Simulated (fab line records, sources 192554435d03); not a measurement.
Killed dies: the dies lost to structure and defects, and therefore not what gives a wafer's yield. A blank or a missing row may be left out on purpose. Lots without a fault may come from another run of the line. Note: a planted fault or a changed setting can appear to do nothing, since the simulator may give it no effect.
Split-lot experiment    flow n5Finfet    7 lots, 21 wafers read, on a route of 1938 steps

## SPLIT DETAILS
At N5_BEOL_M7_ETCH_66 (etches SOC in N2/H2, target depth 80 nm, overetch 16 nm, time 120 s), the setting timeS was moved away from the recipe's 120 s on 6 of the 21 wafers read, by +9.5% to +20.9%. All remaining wafers had this setting at the recipe value.

The reading comes from the split's own step.

## THE READING
SiARC_of_BEOL_M7_COAT_64.thkNm (the simulator's own value, which no gauge read), in nm, at N5_BEOL_M7_ETCH_66 (etches SOC in N2/H2, target depth 80 nm, overetch 16 nm, time 120 s). There is no usual value for it anywhere in the file. Average 6.5 nm, standard deviation 0.2 nm, over the 15 wafers here run with the recipe.

wafer   tool, chamber at the split  timeS as run, s  against the recipe  SiARC_of_BEOL_M7_COAT_64.thkNm, nm  against lot-mates on the recipe
L076.1  rieDiel-03, 1               120              recipe              6.8                                 -
L076.5  rieDiel-03, 1               144.6            +20.5%              5.6                                 -1.1
L076.6  rieDiel-03, 2               120              recipe              6.6                                 -
L078.2  rieDiel-06, 0               120              recipe              6.6                                 -
L078.3  rieDiel-06, 3,2             120              recipe              6.4                                 -
L078.5  rieDiel-06, 3,2             120              recipe              6.4                                 -
L088.1  rieDiel-06, 1               145.1            +20.9%              5.2                                 -1.2
L088.3  rieDiel-06, 0               120              recipe              6.6                                 -
L088.6  rieDiel-06, 3               120              recipe              6.2                                 -
L087.1  rieDiel-01, 0               133.8            +11.5%              6.2                                 -0.6
L087.5  rieDiel-01, 2               133.8            +11.5%              5.8                                 -1.0
L087.6  rieDiel-01, 0               120              recipe              6.8                                 -
L089.4  rieDiel-06, 3               120              recipe              6.2                                 -
L089.5  rieDiel-06, 3               120              recipe              6.2                                 -
L089.6  rieDiel-06, 0               120              recipe              6.6                                 -
L091.1  rieDiel-03, 0,2             131.4            +9.5%               6                                   -0.4
L091.4  rieDiel-03, 0,2             131.4            +9.5%               6                                   -0.4
L091.6  rieDiel-03, 2               120              recipe              6.4                                 -
L094.2  rieDiel-03, 1               120              recipe              6.6                                 -
L094.5  rieDiel-03, 3               120              recipe              6.2                                 -
L094.6  rieDiel-03, 0               120              recipe              6.4                                 -
If several chambers appear in one row, that row covers several wafers at once and the file leaves open which wafer was in which chamber.

THE FIT
A straight line over all 21 wafers: SiARC_of_BEOL_M7_COAT_64.thkNm changes by -0.0494 nm for each +1% of timeS; r = -0.87; the points scatter about the line by 0.2 nm.
The same after taking each lot's own level away (the mean of its wafers on the recipe; 21 wafers): -0.0566 nm for each +1%; r = -0.93; scatter 0.16 nm.
That fit puts the effect of the largest move of timeS on the reading at 1.2 nm.
The lots' own levels span 6.33 to 6.80 nm, that is 2.3 times the standard deviation above.
Hence the slope depends on the lot-to-lot level, as the two fits are not the same.
Check: for one of the wafers moved furthest among these (+20.9%), held out of the fit, the line's prediction against its lot-mates is -1.17 nm. Against them it came out at -1.2 nm.

## THESE WAFERS: OTHER SPLITS
These wafers also went through other splits before the reading. Each is held against what the fit with the lots' levels taken away leaves over:
other split on the same wafers     wafers away from the commonest value  r with SiARC_of_BEOL_M7_COAT_64.thkNm (lot level and that fit taken away)
N5_BEOL_M4_ETCH_64 biasW           8                                     -0.17
N5_BEOL_M4_COAT_67 spinRpm         10                                    -0.06
N5_BEOL_M4_TRENCH_ETCH_37 sourceW  12                                    -0.33
N5_BEOL_M5_ETCH_72 sourceW         8                                     -0.23
N5_BEOL_M5_COAT_74 spinRpm         4                                     +0.18
N5_BEOL_M7_ILD_DEP_00 timeS        10                                    +0.02

## THE FILE'S OWN FIT
SiARC_of_BEOL_M7_COAT_64.thkNm changes by -0.0561 nm for each +1% of timeS, r = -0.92.
